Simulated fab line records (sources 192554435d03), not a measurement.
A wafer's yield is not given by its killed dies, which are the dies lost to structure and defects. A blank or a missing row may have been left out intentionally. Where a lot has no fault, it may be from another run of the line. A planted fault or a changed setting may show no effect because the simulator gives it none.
Shared-tool check || flow n5_finfet || 8 lots and 24 wafers in the sample

== THE REASON FOR OPENING IT ==
At N5_FIN_SAQP_INSPECT_40 the reading raw_defect_count is flagged on 2 of 8 lots. Wafers without a fault read 224, standard deviation 58.
Rule: a lot is flagged in two cases, either no wafer of it has a number, or all its wafers with numbers fall more than 4 standard deviations from that mean. All remaining lots are regarded as sound.

{"lot": "L334", "measured": "day 3 09:22", "on": "defect_inspect-01", "raw_defect_count, wafer by wafer": "255 210 250", "flag": ""}
{"lot": "L338", "measured": "day 4 09:16", "on": "defect_inspect-01", "raw_defect_count, wafer by wafer": "207 195 297", "flag": ""}
{"lot": "L339", "measured": "day 4 15:07", "on": "defect_inspect-01", "raw_defect_count, wafer by wafer": "258 279 273", "flag": ""}
{"lot": "L340", "measured": "day 4 23:37", "on": "defect_inspect-02", "raw_defect_count, wafer by wafer": "1645 1588 1586", "flag": "FLAGGED"}
{"lot": "L344", "measured": "day 5 21:59", "on": "defect_inspect-02", "raw_defect_count, wafer by wafer": "165 163 149", "flag": ""}
{"lot": "L345", "measured": "day 6 02:49", "on": "defect_inspect-02", "raw_defect_count, wafer by wafer": "1690 1697 1805", "flag": "FLAGGED"}
{"lot": "L351", "measured": "day 7 14:49", "on": "defect_inspect-01", "raw_defect_count, wafer by wafer": "148 181 197", "flag": ""}
{"lot": "L352", "measured": "day 7 20:26", "on": "defect_inspect-02", "raw_defect_count, wafer by wafer": "260 227 172", "flag": ""}
The mean of the flagged lots' numbers is 1668, +1444 from the usual (+25 standard deviations).

== TOOL THAT RAN EACH LOT ==
The record holds 3 process steps before the reading, out of a route of 1938 steps. Every cell lists first the tool, next ch and the chambers used by the sampled wafers, and last the start.
{"lot": "L334", "flag": "", "N5_FIN_SAQP_ETCH_51": "rie_diel-03 ch 0,2,3, day 3 05:13", "N5_FIN_SAQP_HM_OPEN_33": "rie_diel-03 ch 1,3, day 3 08:50", "N5_FIN_SAQP_FIN_ETCH_36": "rie_si-04 ch 0,1, day 3 09:07"}
{"lot": "L338", "flag": "", "N5_FIN_SAQP_ETCH_51": "rie_diel-03 ch 0,1,2, day 4 04:41", "N5_FIN_SAQP_HM_OPEN_33": "rie_diel-03 ch 1,2,3, day 4 08:44", "N5_FIN_SAQP_FIN_ETCH_36": "rie_si-03 ch 0,2,3, day 4 09:01"}
{"lot": "L339", "flag": "", "N5_FIN_SAQP_ETCH_51": "rie_diel-03 ch 0,2,3, day 4 10:41", "N5_FIN_SAQP_HM_OPEN_33": "rie_diel-06 ch 0,2,3, day 4 14:35", "N5_FIN_SAQP_FIN_ETCH_36": "rie_si-05 ch 0,1,3, day 4 14:52"}
{"lot": "L340", "flag": "FLAGGED", "N5_FIN_SAQP_ETCH_51": "rie_diel-03 ch 0,1,2, day 4 17:44", "N5_FIN_SAQP_HM_OPEN_33": "rie_diel-05 ch 0,2,3, day 4 23:04", "N5_FIN_SAQP_FIN_ETCH_36": "rie_si-05 ch 0,2,3, day 4 23:22"}
{"lot": "L344", "flag": "", "N5_FIN_SAQP_ETCH_51": "rie_diel-06 ch 1,2,3, day 5 17:24", "N5_FIN_SAQP_HM_OPEN_33": "rie_diel-06 ch 1,2, day 5 21:27", "N5_FIN_SAQP_FIN_ETCH_36": "rie_si-04 ch 2,3, day 5 21:44"}
{"lot": "L345", "flag": "FLAGGED", "N5_FIN_SAQP_ETCH_51": "rie_diel-03 ch 0,2,3, day 5 22:37", "N5_FIN_SAQP_HM_OPEN_33": "rie_diel-05 ch 1,2,3, day 6 02:17", "N5_FIN_SAQP_FIN_ETCH_36": "rie_si-04 ch 0,1,3, day 6 02:34"}
{"lot": "L351", "flag": "", "N5_FIN_SAQP_ETCH_51": "rie_diel-05 ch 0,2,3, day 7 10:28", "N5_FIN_SAQP_HM_OPEN_33": "rie_diel-06 ch 0,1, day 7 14:16", "N5_FIN_SAQP_FIN_ETCH_36": "rie_si-05 ch 0,1, day 7 14:34"}
{"lot": "L352", "flag": "", "N5_FIN_SAQP_ETCH_51": "rie_diel-06 ch 0,1,3, day 7 16:14", "N5_FIN_SAQP_HM_OPEN_33": "rie_diel-03 ch 0,1,2, day 7 19:53", "N5_FIN_SAQP_FIN_ETCH_36": "rie_si-03 ch 0,1, day 7 20:11"}
These steps, and what they do:
- N5_FIN_SAQP_ETCH_51: etches SiARC in CF4, target depth 45.5 nm, time 75.8 s.
- N5_FIN_SAQP_HM_OPEN_33: chemistry CH3F/O2, target SiNx, target depth 49.4 nm, time 70.6 s.
- N5_FIN_SAQP_FIN_ETCH_36: etches the open film in HBr/Cl2/O2, target depth 120 nm, time 50.4 s.
- N5_FIN_SAQP_INSPECT_40: inspects for defects (brightfield).

== FLAGGED OVER TOTAL, TOOL BY TOOL (the gauges that took the reading come last) ==
{"step": "N5_FIN_SAQP_ETCH_51", "tool": "rie_diel-03", "lots run": 5, "flagged": 2, "share of the flagged lots": "all", "sound lots run after its first flagged lot": 0}
{"step": "N5_FIN_SAQP_ETCH_51", "tool": "rie_diel-05", "lots run": 1, "flagged": 0, "share of the flagged lots": "none", "sound lots run after its first flagged lot": "-"}
{"step": "N5_FIN_SAQP_ETCH_51", "tool": "rie_diel-06", "lots run": 2, "flagged": 0, "share of the flagged lots": "none", "sound lots run after its first flagged lot": "-"}
{"step": "N5_FIN_SAQP_HM_OPEN_33", "tool": "rie_diel-03", "lots run": 3, "flagged": 0, "share of the flagged lots": "none", "sound lots run after its first flagged lot": "-"}
{"step": "N5_FIN_SAQP_HM_OPEN_33", "tool": "rie_diel-05", "lots run": 2, "flagged": 2, "share of the flagged lots": "all", "sound lots run after its first flagged lot": 0}
{"step": "N5_FIN_SAQP_HM_OPEN_33", "tool": "rie_diel-06", "lots run": 3, "flagged": 0, "share of the flagged lots": "none", "sound lots run after its first flagged lot": "-"}
{"step": "N5_FIN_SAQP_FIN_ETCH_36", "tool": "rie_si-03", "lots run": 2, "flagged": 0, "share of the flagged lots": "none", "sound lots run after its first flagged lot": "-"}
{"step": "N5_FIN_SAQP_FIN_ETCH_36", "tool": "rie_si-04", "lots run": 3, "flagged": 1, "share of the flagged lots": "some", "sound lots run after its first flagged lot": 0}
{"step": "N5_FIN_SAQP_FIN_ETCH_36", "tool": "rie_si-05", "lots run": 3, "flagged": 1, "share of the flagged lots": "some", "sound lots run after its first flagged lot": "1 (L351)"}
{"step": "N5_FIN_SAQP_INSPECT_40", "tool": "defect_inspect-01", "lots run": 4, "flagged": 0, "share of the flagged lots": "none", "sound lots run after its first flagged lot": "-"}
{"step": "N5_FIN_SAQP_INSPECT_40", "tool": "defect_inspect-02", "lots run": 4, "flagged": 2, "share of the flagged lots": "all", "sound lots run after its first flagged lot": "2 (L344,L352)"}

== WHAT THE TABLE ALLOWS ==
Rows of the table that ran every flagged lot, 3 in all: rie_diel-03 at N5_FIN_SAQP_ETCH_51, rie_diel-05 at N5_FIN_SAQP_HM_OPEN_33, defect_inspect-02 at N5_FIN_SAQP_INSPECT_40.
- rie_diel-03 at N5_FIN_SAQP_ETCH_51: 2 of its 5 lots flagged. It ran its last sound lot, L339, at day 4 10:41 and its first flagged lot, L340, at day 4 17:44: a fault with its onset between the two fits.
- rie_diel-05 at N5_FIN_SAQP_HM_OPEN_33: 2 of its 2 lots flagged. The start can't be narrowed down: in this sample, it ran no sound lot prior to its first flagged lot.
- defect_inspect-02 at N5_FIN_SAQP_INSPECT_40: 2 of its 4 lots flagged. Sound lots followed the first flagged one (L344, L352) on it, something a lasting fault affecting the whole tool could not allow.
These 2 tools cannot be told apart by counting lots, since each of them fits a fault that started at some hour. More lots, or a look at what each step does to the wafer, might.

== WHAT THE SIMULATOR HAD INSERTED ==
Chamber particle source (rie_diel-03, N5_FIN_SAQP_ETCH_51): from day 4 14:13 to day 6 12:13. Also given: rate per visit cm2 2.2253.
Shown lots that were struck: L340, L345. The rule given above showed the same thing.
